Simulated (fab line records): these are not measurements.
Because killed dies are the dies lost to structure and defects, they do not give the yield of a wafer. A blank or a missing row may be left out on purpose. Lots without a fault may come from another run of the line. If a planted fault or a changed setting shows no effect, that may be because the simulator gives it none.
Struck lot and sound lot, side by side | flow n5Finfet | 16 out of 1938 route steps
Sound: the wafers L751.1, L751.2, L751.3. Struck: wafer L761.4. (L761.1 of the same lot was not struck and is left out.) The cause comes at the end.
Per side, at each step with rows, come the tool, then ch with its chambers, and then its first start. Under that, the readings that differ: sound wafers | struck wafers | difference of the means | sigmas: that difference in standard deviations of wafers without a fault.
alike: readings whose means differ by less than 2 such deviations, and words and numbers that are the same on both sides. not compared: withheld readings, readings that some wafer has no value for, bounds like >300 that may hide the same value, and numbers for which the record gives no deviation and whose values overlap.
A row with sigmas, a row that says differs or no value, or rows on one side alone: a step with any of these is where the two part. Numbers that don't overlap but have no deviation are shown without sigmas and don't part them. Lack of a reading on every wafer of one side parts them only where that side has two or more wafers.

first, 3 steps without rows for these wafers: N5_BEOL_M0_SAQP_SRD_93 (time 30 s); N5_BEOL_M0_SAQP_RECESS_114 (chemistry HF/NH3, target SiO2, target depth 14.4 nm, afs cycles 3, sublimation time 60 s); N5_BEOL_M0_SAQP_SPACER1_ALD_98 (deposits SiO2, target thk 12.8 nm, pulse time 1 s, purge time 2 s).
N5_BEOL_M0_SAQP_SPACER1_ETCHBACK_99: etches SiO2 in CHF3/O2, target depth 15.4 nm, time 7.7 s.
  sound on rieDiel-01 ch 1,2,3, day 6 15:23; struck on rieDiel-03 ch 3, day 8 14:26
reading              | sound             | struck | difference | sigmas
throttleValvePct (%) | 18.71 18.77 18.98 | 18.34  | -0.48      | -2
  alike: chamberPressureMTorr, drypumpMotorCurrentA, oesProductAu, rfVppV, showerheadPlenumPTorr
  not compared: rfHoursCounterH
then, 1 step without rows for these wafers: N5_BEOL_M0_SAQP_MANDREL1_REMOVE_100 (chemistry HBr/Cl2/O2, target a-Si, stops on SiNx, bt time 10 s).
N5_BEOL_M0_SAQP_CD_MEAS_25: the cd target is 13.1 nm.
  sound on cdSem-02 ch 0, day 6 15:34; struck on cdSem-01 ch 0, day 8 14:38
  alike: cdNm
N5_BEOL_M0_SAQP_ETCH_101: etches SiNx in CH3F/O2, target depth 29.9 nm, time 42.7 s.
  sound on rieDiel-05 ch 1,2,3, day 6 15:37; struck on rieDiel-01 ch 2, day 8 14:41
  alike: CH3F_flow_sccm, chamberPressureMTorr, drypumpMotorCurrentA, oesProductAu, rfVppV, showerheadPlenumPTorr, throttleValvePct
  not compared: rfHoursCounterH
N5_BEOL_M0_SAQP_ETCH_102: etches SiO2 in CF4, target depth 4 nm, time 4.4 s.
  sound on rieSi-04 ch 0,1,2, day 6 15:43; struck on rieSi-01 ch 1, day 8 14:47
reading             | sound      | struck | difference | sigmas
rfHoursCounterH (h) | 88 171 107 | 44     | -78        | 
  alike: chamberPressureMTorr, drypumpMotorCurrentA, oesProductAu, throttleValvePct
N5_BEOL_M0_SAQP_MANDREL_ETCH_103: etches a-Si in HBr/Cl2, stops on SiCN, target depth 45 nm, bt time 10 s, time 27 s.
  sound on rieSi-04 ch 0,1,2, day 6 15:45; struck on rieSi-01 ch 1, day 8 14:49
reading             | sound      | struck | difference | sigmas
rfHoursCounterH (h) | 89 171 107 | 44     | -78        | 
  alike: chamberPressureMTorr, drypumpMotorCurrentA, oesProductAu, throttleValvePct
N5_BEOL_M0_SAQP_RECESS_104: chemistry HF/NH3, target SiO2, target depth 18 nm, afs cycles 3, sublimation time 60 s.
  sound on vaporEtch-01 ch 0,1, day 6 15:50; struck on vaporEtch-02 ch 1, day 8 14:54
  alike: drypumpMotorCurrentA
then, 2 steps without rows for these wafers: N5_BEOL_M0_SAQP_COAT_105 (time 60 s, resist thk 100 nm); N5_BEOL_M0_SAQP_ETCH_106 (etches SOC in N2/H2, stops on SiNx, target depth 150 nm).
N5_BEOL_M0_SAQP_ETCH_107: etches SiNx in CH3F/O2, target depth 30 nm.
  sound on rieDiel-03 ch 0,1,2, day 6 16:20; struck on rieDiel-03 ch 0, day 8 15:24
reading                                | sound          | struck | difference | sigmas
oesProductAu (a.u.)                    | 0.70 0.94 0.74 | 0.51   | -0.28      | -3
rfHoursCounterH (h)                    | 227 17 185     | 241    | +98        | 
model.BEOL_M0_SAQP.featureDepthNm (nm) | 29.8 30.6 30.6 | 18.4   | -11.9      | 
  alike: CH3F_flow_sccm, chamberPressureMTorr, drypumpMotorCurrentA, rfVppV, showerheadPlenumPTorr, throttleValvePct
then, 1 step without rows for these wafers: N5_BEOL_M0_SAQP_STRIP_108 (strips in N2/H2).
-- the record jumps here: 2 days lie between the struck wafers' starts before and after (it left off in module BEOL_M0_SAQP and takes up again in module BEOL_M4, whose first step shown is number 1111 of the route) --
N5_BEOL_M4_RC_MEAS_101:
  sound on prober-02 ch 0, day 8 21:28; struck on prober-02 ch 0, day 11 02:26
  alike: DIBL_N, DIBL_P, IOFF_N, IOFF_P, ION_N, ION_P, SS_N, SS_P, VT_N, VT_P
then, 1 step without rows for these wafers: N5_PASSIVATION_PROBE_49.

== WHERE THEY PART ==
First at N5_BEOL_M0_SAQP_SPACER1_ETCHBACK_99; last, within this record, at N5_BEOL_M0_SAQP_ETCH_107. Later steps at which nothing parts them and some readings are alike: N5_BEOL_M4_RC_MEAS_101.

WHY: the cause the simulator had injected
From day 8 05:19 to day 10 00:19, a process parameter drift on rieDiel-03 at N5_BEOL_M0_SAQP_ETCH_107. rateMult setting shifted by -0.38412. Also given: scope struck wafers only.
